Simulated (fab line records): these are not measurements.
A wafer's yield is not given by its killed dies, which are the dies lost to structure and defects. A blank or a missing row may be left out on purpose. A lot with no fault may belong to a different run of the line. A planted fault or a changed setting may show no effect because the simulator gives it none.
fab line records ; flow nand_harc
record lots=6; wafers=18; last_day=34
route steps=1302 shown A_STAIRCASE@650 END@1302
lots untouched by any fault: they come from a run of this same line in which no faults occurred
start_h: start of the lot's first displayed wafer, in hours after the record's first day ; wait_h: time in hours since the lot's previous step ; " unchanged from the row above ; L1.1+2: several wafers, shown together as one row ; - no value, or no start given ; * or withheld: withheld ; < > ~ a bound
route shown NAME@n: NAME is a module with steps in the file, n the number in the route of the first one ; usual: mean/standard deviation of fault-free wafers ; same: alike in all rows ; chamber/n: place in a boat ; sites: per-site readings ; _std_site: standard deviation across them ; _edge_site: mean of outer sites minus mean of inner sites ; radius_mm: how far each site lies from the wafer's centre ; mask NAME#n: copy n ; behind: the last tool/chamber to shape the wafer ; hold: why the lot was held/for how many hours/how that ended ; device: the transistor (n, p or np) that didn't switch ; end of line: tests of these same wafers at the route's end ; where a step has no rows: the recipe by itself ; killed: not the wafer's yield, but the dies lost to structure and defects at the first sort ; map: dies across one wafer; x = killed, . = not, _ = none there
set.NAME: the setting as run; set.NAME@STEP: as run at that earlier step ; model.NAME: the simulator's own value behind a step, which no gauge read
lots seen at some steps along the route; tables by step, rows by wafer
services: the hour from which a tool's chamber was out of use, counted from the record's first day as start_h (under 0 if before that day), plus the number of hours and why
## steps
# step NHARC_A_STAIRCASE_DESCUM_168
# recipe time_s=3; o2_flow_sccm=200; ar_flow_sccm=0; bias_power_w=0; chemistry=O2
# usual drypump_motor_current_A=6.11/0.28; oes_product_au=1.000/0.0089; rf_vpp_V=57.8/0.99; showerhead_plenum_p_Torr=1.92/0.1; throttle_valve_pct=11.311/0.0088
# same bias_power_w=0
lot.wafer;tool;chamber;start_h;wait_h;drypump_motor_current_A;oes_product_au;rf_hours_counter_h;rf_vpp_V;showerhead_plenum_p_Torr;throttle_valve_pct
L305.3;rie_diel-09;1;380.52;-;5.53;0.994;16;58.3;2.03;11.312
L305.4;rie_diel-09;3;380.52;-;6.02;1.001;19;57.1;1.99;11.326
L305.5;rie_diel-09;1;380.52;-;5.54;0.992;-;58.5;2.03;11.307
L312.1;rie_diel-08;1;445.47;-;5.90;1.002;22;60.0;2.05;11.308
L312.4;rie_diel-08;0;445.47;-;6.41;1.001;21;57.2;1.93;11.313
L312.5;rie_diel-08;1;445.47;-;5.94;1.010;-;58.8;2.05;11.291
L313.3;rie_diel-05;2;460.64;-;6.12;0.998;16;57.7;1.82;11.302
L313.1;rie_diel-05;3;460.64;-;6.41;1.000;15;59.0;2.07;11.312
L313.6;rie_diel-05;1;460.64;-;6.06;0.991;-;57.8;1.86;11.303
L324.4;rie_diel-09;0;566.75;-;6.40;0.997;18;57.5;1.80;11.318
L324.2;rie_diel-09;1;566.75;-;5.56;1.000;18;57.7;2.01;11.317
L324.5;rie_diel-09;1;566.75;-;5.54;0.989;-;56.9;2.01;11.312
L325.3;rie_diel-08;1;571.07;-;5.89;1.013;3;59.5;2.04;11.306
L325.2;rie_diel-08;2;571.07;-;6.32;1.002;3;59.1;2.06;11.313
L325.5;rie_diel-08;2;571.07;-;6.33;1.005;-;57.9;2.06;11.306
L326.4;rie_diel-05;0;599.47;-;5.84;1.006;1;56.0;1.86;11.328
L326.1;rie_diel-05;2;599.47;-;6.11;0.998;1;57.6;1.81;11.303
L326.6;rie_diel-05;1;599.47;-;6.05;1.004;-;58.5;1.84;11.301
# step NHARC_A_STAIRCASE_ETCH_169
# recipe target_depth_a=500; time_s=107.1; ion_energy_ev=120; ch3f_flow_sccm=50; o2_flow_sccm=30; ar_flow_sccm=200; rf_w=500; bias_w=100; chemistry=CH3F/O2
# usual drypump_motor_current_A=6.13/0.27; oes_product_au=0.958/0.017; rf_vpp_V=244.3/1.8; showerhead_plenum_p_Torr=2.46/0.13; throttle_valve_pct=20.664/0.0087
lot.wafer;tool;chamber;start_h;wait_h;drypump_motor_current_A;oes_product_au;rf_hours_counter_h;rf_vpp_V;showerhead_plenum_p_Torr;throttle_valve_pct
L305.3;rie_diel-09;0;380.63;0.1;6.42;0.948;18;242.1;2.33;20.663
L305.4;rie_diel-09;1;380.63;0.1;5.54;0.927;16;246.4;2.61;20.653
L305.5;rie_diel-09;3;380.63;0.1;5.99;0.945;-;244.8;2.56;20.662
L312.4;rie_diel-08;2;445.56;0.1;6.33;0.943;20;248.2;2.65;20.656
L312.1;rie_diel-08;3;445.56;0.1;6.28;0.944;17;243.8;2.36;20.668
L312.5;rie_diel-08;2;445.56;0.1;6.35;0.949;-;246.4;2.65;20.655
L313.1;rie_diel-05;3;460.73;0.1;6.39;0.959;15;247.9;2.65;20.670
L313.3;rie_diel-05;1;460.73;0.1;6.05;0.960;15;242.9;2.39;20.669
L313.6;rie_diel-05;2;460.73;0.1;6.11;0.968;-;241.8;2.35;20.670
L324.4;rie_diel-09;1;566.85;0.1;5.55;0.975;18;247.0;2.58;20.666
L324.2;rie_diel-09;2;566.85;0.1;6.30;0.987;20;243.0;2.32;20.653
L324.5;rie_diel-09;1;566.85;0.1;5.56;0.966;-;248.6;2.58;20.655
L325.2;rie_diel-08;0;571.16;0.1;6.39;0.989;4;245.4;2.46;20.667
L325.3;rie_diel-08;1;571.16;0.1;5.94;0.974;3;247.1;2.61;20.661
L325.5;rie_diel-08;3;571.16;0.1;6.30;0.988;-;242.9;2.35;20.667
L326.4;rie_diel-05;0;599.57;0.1;5.84;0.958;1;243.9;2.40;20.662
L326.1;rie_diel-05;1;599.57;0.1;6.07;0.977;1;243.5;2.37;20.665
L326.6;rie_diel-05;0;599.57;0.1;5.86;0.960;-;241.7;2.40;20.671
# step NHARC_A_STAIRCASE_ETCH_170
# recipe target_depth_a=2000; time_s=66.667; ion_energy_ev=250; c4f6_flow_sccm=25; o2_flow_sccm=20; ar_flow_sccm=500; rf_w=600; bias_w=500; chemistry=C4F6/O2
# usual drypump_motor_current_A=6.14/0.27; oes_product_au=0.974/0.013; rf_vpp_V=547/4; showerhead_plenum_p_Torr=3.93/0.19; throttle_valve_pct=26.904/0.0088
lot.wafer;tool;chamber;start_h;wait_h;drypump_motor_current_A;oes_product_au;rf_hours_counter_h;rf_vpp_V;showerhead_plenum_p_Torr;throttle_valve_pct
L305.4;rie_diel-09;2;-;-;6.32;0.954;17;543;3.76;26.910
L305.3;rie_diel-09;3;-;-;6.00;0.980;19;551;4.07;26.907
L305.5;rie_diel-09;1;-;-;5.55;0.944;-;551;4.14;26.916
L312.4;rie_diel-08;0;-;-;6.43;0.972;21;548;3.95;26.909
L312.1;rie_diel-08;2;-;-;6.33;0.978;20;552;4.21;26.895
L312.5;rie_diel-08;0;-;-;6.40;0.969;-;547;3.95;26.903
L313.1;rie_diel-05;2;-;-;6.14;0.967;16;543;3.76;26.909
L313.3;rie_diel-05;1;-;-;6.11;0.969;15;545;3.82;26.894
L313.6;rie_diel-05;3;-;-;6.40;0.954;-;553;4.22;26.912
L324.2;rie_diel-09;3;-;-;6.01;0.992;18;549;4.04;26.907
L324.4;rie_diel-09;1;-;-;5.57;0.978;18;552;4.11;26.913
L324.5;rie_diel-09;3;-;-;6.00;0.977;-;548;4.04;26.909
L325.3;rie_diel-08;2;-;-;6.33;0.969;3;552;4.19;26.906
L325.2;rie_diel-08;0;-;-;6.44;0.985;4;546;3.92;26.919
L325.5;rie_diel-08;2;-;-;6.34;0.969;-;552;4.19;26.906
L326.4;rie_diel-05;3;-;-;6.41;0.988;1;553;4.19;26.911
L326.1;rie_diel-05;2;-;-;6.11;0.971;1;544;3.73;26.911
L326.6;rie_diel-05;3;-;-;6.42;0.983;-;552;4.19;26.903
# step NHARC_A_STAIRCASE_STRIP_171
# recipe power_w=1500; temp_c=250; chemistry=O2
# usual drypump_motor_current_A=6.1/0.61; heater_power_w=351/34
lot.wafer;tool;chamber;start_h;wait_h;drypump_motor_current_A;heater_power_w;rf_hours_counter_h
L305.4;plasma_asher-01;0;380.93;-;6.7;385;-
L305.3;plasma_asher-01;1;380.93;-;6.4;376;-
L305.5;plasma_asher-01;1;380.93;-;6.4;362;-
L312.1;plasma_asher-02;0;445.81;-;5.1;354;3
L312.4;plasma_asher-02;1;445.81;-;6.3;301;-
L312.5;plasma_asher-02;1;445.81;-;6.3;299;-
L313.1;plasma_asher-01;1;461.04;-;6.4;375;22
L313.3;plasma_asher-01;1;461.04;-;6.4;368;-
L313.6;plasma_asher-01;1;461.04;-;6.4;366;-
L324.2;plasma_asher-02;0;567.07;-;5.1;355;30
L324.4;plasma_asher-02;0;567.07;-;5.1;357;-
L324.5;plasma_asher-02;0;567.07;-;5.1;355;-
L325.2;plasma_asher-01;0;571.39;-;6.7;374;8
L325.3;plasma_asher-01;1;571.39;-;6.4;397;-
L325.5;plasma_asher-01;0;571.39;-;6.7;373;-
L326.1;plasma_asher-01;0;599.84;-;6.7;367;14
L326.4;plasma_asher-01;1;599.84;-;6.4;397;-
L326.6;plasma_asher-01;1;599.84;-;6.4;393;-
# step NHARC_A_STAIRCASE_STRIP_172
# recipe time_s=900; temp_c=130; chemistry=SPM
# step NHARC_A_STAIRCASE_PRECLEAN_173
# recipe time_s=*; temp_c=50; bath_age_min=0; chemistry=SC1
# step NHARC_A_STAIRCASE_SRD_174
# step NHARC_A_STAIRCASE_DEHYDRATE_01
# recipe temp_c=150; time_s=120
# step NHARC_A_STAIRCASE_HMDS_02
# recipe time_s=30
# step NHARC_A_STAIRCASE_COAT_03
# recipe spin_rpm=1200
# step NHARC_A_STAIRCASE_SOFTBAKE_04
# recipe temp_c=135; time_s=170
# step NHARC_A_STAIRCASE_EBR_05
# step NHARC_A_STAIRCASE_EXPOSE_06
# recipe na=0.5; dose_mj=25.43; mask_id=STAIR
# usual exposure_dose_mJ_cm2=25.427/0.028
lot.wafer;tool;chamber;start_h;wait_h;mask;exposure_dose_mJ_cm2
L305.3;krf_scanner-03;0;381.99;-;STAIR#0;25.393
L305.4;krf_scanner-03;0;381.99;-;STAIR#0;25.413
L305.5;krf_scanner-03;0;381.99;-;STAIR#0;25.423
L312.1;krf_scanner-04;0;446.95;-;STAIR#0;25.417
L312.4;krf_scanner-04;0;446.95;-;STAIR#0;25.409
L312.5;krf_scanner-04;0;446.95;-;STAIR#0;25.427
L313.1;krf_scanner-01;0;462.14;-;STAIR#0;25.411
L313.3;krf_scanner-01;0;462.14;-;STAIR#0;25.385
L313.6;krf_scanner-01;0;462.14;-;STAIR#0;25.420
L324.2;krf_scanner-01;0;568.22;-;STAIR#0;21.656
L324.4;krf_scanner-01;0;568.22;-;STAIR#0;21.693
L324.5;krf_scanner-01;0;568.22;-;STAIR#0;21.702
L325.2;krf_scanner-03;0;572.52;-;STAIR#0;25.376
L325.3;krf_scanner-03;0;572.52;-;STAIR#0;25.415
L325.5;krf_scanner-03;0;572.52;-;STAIR#0;25.409
L326.1;krf_scanner-01;0;600.80;-;STAIR#0;21.631
L326.4;krf_scanner-01;0;600.80;-;STAIR#0;21.647
L326.6;krf_scanner-01;0;600.80;-;STAIR#0;21.629
# step NHARC_A_STAIRCASE_PEB_07
# recipe peb_temp_c=115; peb_time_s=130
# step NHARC_END_SORT_01
# recipe temp_c=25
# usual killed_at_array=59/20; killed_at_other=0.8/1.2; killed_at_periphery=3.5/2.2; killed_dies=63/20; killed_open=3.3/1.8; killed_short=2.6/1.7
# same gross_dies=677
lot.wafer;tool;chamber;start_h;wait_h;killed_at_array;killed_at_other;killed_at_periphery;killed_dies;killed_open;killed_short
L305.3;prober-02;0;589.49;3.1;90;1;2;93;4;3
L305.4;prober-02;0;590.30;3.4;71;1;3;75;3;2
L305.5;prober-02;0;591.11;3.7;75;0;1;76;3;2
L312.1;prober-02;0;650.51;2.5;84;3;1;88;4;1
L312.4;prober-02;0;652.88;3.4;84;2;2;88;2;4
L312.5;prober-02;0;653.68;3.7;89;3;3;95;2;2
L324.2;prober-01;0;778.61;2.8;50;0;5;55;2;2
L324.4;prober-01;0;780.22;3.4;50;0;1;51;1;2
L324.5;prober-01;0;781.02;3.7;49;0;5;54;2;5
# killed by level:class
L305.3 A_SLIT:chamber_film_flake=39 A_CHANNEL_HOLE_D2:chamber_film_flake=36 A_CONTACT:chamber_film_flake=5 A_ONON_D2:geometric_particle:open=3 A_WL_FILL:geometric_particle:short=2 A_STAIRCASE:chamber_film_flake=2 P_M0:geometric_particle:short=1 A_BLC:geometric_particle:open=1
L305.4 A_CHANNEL_HOLE_D2:chamber_film_flake=30 A_SLIT:chamber_film_flake=25 A_CHANNEL_HOLE_D1:chamber_film_flake=5 A_STAIRCASE:chamber_film_flake=3 A_CONTACT:chamber_film_flake=3 P_ZERO_WELL:chamber_film_flake=2 P_STI:geometric_particle:short=1 A_ONON_D1:geometric_particle:open=1
L305.5 A_CHANNEL_HOLE_D2:chamber_film_flake=32 A_SLIT:chamber_film_flake=25 A_CONTACT:chamber_film_flake=7 A_CHANNEL_HOLE_D1:chamber_film_flake=3 A_WL_FILL:chamber_film_flake=2 A_ONON_D1:geometric_particle:open=1 A_CHANNEL_HOLE_D2:geometric_particle:short=1 A_WL_FILL:geometric_particle:short=1
L312.1 A_SLIT:chamber_film_flake=36 A_CHANNEL_HOLE_D1:chamber_film_flake=25 A_CHANNEL_HOLE_D2:chamber_film_flake=11 THIN_TSV:chamber_film_flake=3 A_DECK1_JOINT:chamber_film_flake=2 A_CONTACT:chamber_film_flake=2 A_CHANNEL_HOLE_D1:geometric_particle:open=1 A_ONON_D2:geometric_particle:open=1
L312.4 A_CHANNEL_HOLE_D1:chamber_film_flake=32 A_SLIT:chamber_film_flake=28 A_CHANNEL_HOLE_D2:chamber_film_flake=15 A_ONON_D2:geometric_particle:short=2 A_BONDPAD:chamber_film_flake=2 THIN_TSV:chamber_film_flake=2 P_CONTACT:geometric_particle:open=1 A_CHANNEL_FILL_D1:geometric_particle:short=1
L312.5 A_SLIT:chamber_film_flake=32 A_CHANNEL_HOLE_D1:chamber_film_flake=28 A_CHANNEL_HOLE_D2:chamber_film_flake=20 A_DECK1_JOINT:chamber_film_flake=2 A_CONTACT:chamber_film_flake=2 THIN_TSV:chamber_film_flake=2 P_GATE:geometric_particle:open=1 A_ONON_D2:geometric_particle:open=1
L324.2 A_SLIT:chamber_film_flake=34 P_BONDPAD:chamber_film_flake=4 A_CHANNEL_HOLE_D1:unspecified=3 A_CONTACT:chamber_film_flake=3 A_CHANNEL_FILL_D2:chamber_film_flake=2 P_M2:geometric_particle:open=1 A_ONON_D1:geometric_particle:short=1 A_CHANNEL_FILL_D1:geometric_particle:short=1
L324.4 A_SLIT:chamber_film_flake=34 A_CONTACT:chamber_film_flake=5 A_STAIRCASE:chamber_film_flake=3 A_CHANNEL_HOLE_D1:unspecified=2 A_CHANNEL_FILL_D2:chamber_film_flake=2 A_SOURCE_PLATE:geometric_particle:open=1 A_ONON_D1:geometric_particle:short=1 A_CHANNEL_FILL_D2:geometric_particle:short=1
L324.5 A_SLIT:chamber_film_flake=32 A_STAIRCASE:chamber_film_flake=4 A_CONTACT:chamber_film_flake=4 P_BONDPAD:chamber_film_flake=2 A_CHANNEL_HOLE_D1:unspecified=2 P_GATE:geometric_particle:short=1 P_CONTACT:geometric_particle:open=1 P_CONTACT:geometric_particle:short=1
## services
tool;chamber;start_h;hours;kind
rie_diel-05;0;361.33;-;clean
rie_diel-08;-;370.21;9.0;pm
krf_scanner-03;-;396.01;4.0;pm
rie_diel-05;-;406.94;9.0;pm
rie_diel-08;3;412.08;4.3;repair
plasma_asher-02;-;426.00;9.0;pm
rie_diel-05;1;427.45;4.4;repair
rie_diel-05;0;450.35;27.5;repair
krf_scanner-01;-;464.67;1.4;repair
krf_scanner-01;-;484.00;4.0;pm
rie_diel-08;1;488.52;14.4;repair
rie_diel-09;-;498.03;9.0;pm
plasma_asher-01;-;519.15;9.0;pm
krf_scanner-04;-;524.74;0.3;repair
krf_scanner-04;-;526.00;4.0;pm
rie_diel-09;1;527.53;4.6;repair
plasma_asher-01;-;529.12;5.2;repair
krf_scanner-01;-;541.13;0.6;repair
krf_scanner-01;-;542.47;0.8;repair
rie_diel-08;-;547.21;9.0;pm
krf_scanner-01;-;552.48;0.4;repair
krf_scanner-03;-;568.01;4.0;pm
rie_diel-05;-;583.94;9.0;pm
krf_scanner-04;-;597.04;2.1;repair
## key
first_sign step=NHARC_A_STAIRCASE_EXPOSE_06; reading=exposure_dose_mJ_cm2; direction=down; sigmas=99+; usual=25.427; struck=21.660
effect none on later readings
met_at NHARC_A_STAIRCASE_EXPOSE_06
struck_wafers L324.2,L324.4,L324.5,L326.1,L326.4,L326.6
tester_left_out L324,L326
onset_between 462.14 568.22
fault kind=process_parameter_drift; tool=krf_scanner-01; chamber=-; onset_h=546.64; steps=NHARC_A_STAIRCASE_EXPOSE_06; channel=dose_mj; offset=-3.7617; shape=step; acts_in=these_recipes_only; stated=25.43
# tester_left_out: of these lots the tester's yield and bins aren't shown, on N5 and GAA mostly nor the transistor test; their killed dies are dies lost to structure and defects alone, not to doping, threshold or leakage, so they don't give the yield
